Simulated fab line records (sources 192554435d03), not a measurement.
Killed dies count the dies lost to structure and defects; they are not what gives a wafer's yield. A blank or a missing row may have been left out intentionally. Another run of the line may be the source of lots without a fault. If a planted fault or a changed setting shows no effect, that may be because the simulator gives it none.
Matching of chambers    flow n5-finfet    N5_BEOL_M7_ALD_77 on ald-metal-04: 4 sister chambers
The step deposits TaN, target thk 2 nm, pulse time 2 s, purge time 3 s. 20 wafers are shown with their chamber, then 10 later ones without.

EACH WAFER AND ITS CHAMBER
wafer   chamber  heater-power-w (W)  precursor-vessel-pressure-torr (Torr)  chamber-pressure-Torr (Torr)
L075.1  0        470                 26.31                                  3.001
L075.4  0        466                 26.28                                  2.995
L075.6  2        344                 26.21                                  2.998
L080.2  3        451                 26.26                                  2.999
L080.3  0        481                 26.30                                  3.005
L080.6  0        473                 26.22                                  3.006
L083.4  3        457                 26.26                                  3.001
L083.5  1        422                 26.24                                  3.004
L083.6  2        349                 26.41                                  3.000
L084.3  2        344                 26.24                                  3.003
L084.4  3        456                 26.28                                  2.996
L084.5  3        465                 26.23                                  2.998
L088.2  1        427                 26.27                                  2.999
L088.4  0        469                 26.26                                  2.998
L088.5  1        423                 26.26                                  2.994
L090.1  1        421                 26.16                                  3.007
L090.3  0        472                 26.24                                  3.000
L090.5  2        348                 26.28                                  3.003
L093.2  3        452                 26.25                                  3.003
L093.3  2        344                 26.28                                  3.012

SIGNATURES (means of the wafers above)
reading                         chamber 0  chamber 1  chamber 2  chamber 3  scatter within a chamber
heater-power-w                  471.83     423.25     345.80     456.20     4.32
precursor-vessel-pressure-torr  26.2683    26.2325    26.2840    26.2560    0.0489
chamber-pressure-Torr           3.00083    3.00100    3.00320    2.99940    0.00453
Rule: distance of a wafer from a chamber = root of the sum over the readings of ((wafer's reading minus chamber's mean) / reading's scatter) squared. The wafer belongs to the nearest chamber; if the next one is less than 2 further off, it can't be placed. How the scatter is found: for the shown wafers, subtract from each reading the mean of its chamber, square and add these, divide the total by (wafers less chambers), then take the root.

WAFERS WHOSE CHAMBER IS MISSING
wafer   heater-power-w (W)  precursor-vessel-pressure-torr (Torr)  chamber-pressure-Torr (Torr)
L093.5  464                 26.23                                  3.004
L092.2  344                 26.19                                  2.996
L092.3  411                 26.32                                  2.992
L092.6  456                 26.16                                  3.004
L095.1  450                 26.24                                  2.996
L095.4  471                 26.23                                  3.009
L095.5  459                 26.24                                  2.997
L096.1  416                 26.19                                  2.999
L096.2  453                 26.24                                  3.006
L096.5  411                 26.24                                  2.997

WHICH CHAMBER EACH WENT THROUGH
wafer    from the rows above       in truth
L093.5   can't be placed: 0 or 3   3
L092.2   2                         2
L092.3   1                         1
L092.6   3                         3
L095.1   3                         3
L095.4   0                         0
L095.5   3                         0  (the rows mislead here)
L096.1   1                         1
L096.2   3                         3
L096.5   1                         1
8 of 10 placed correctly. Cannot be placed on the basis of these rows: 1; the candidates contain the true chamber in 1. Number placed wrongly: 1.
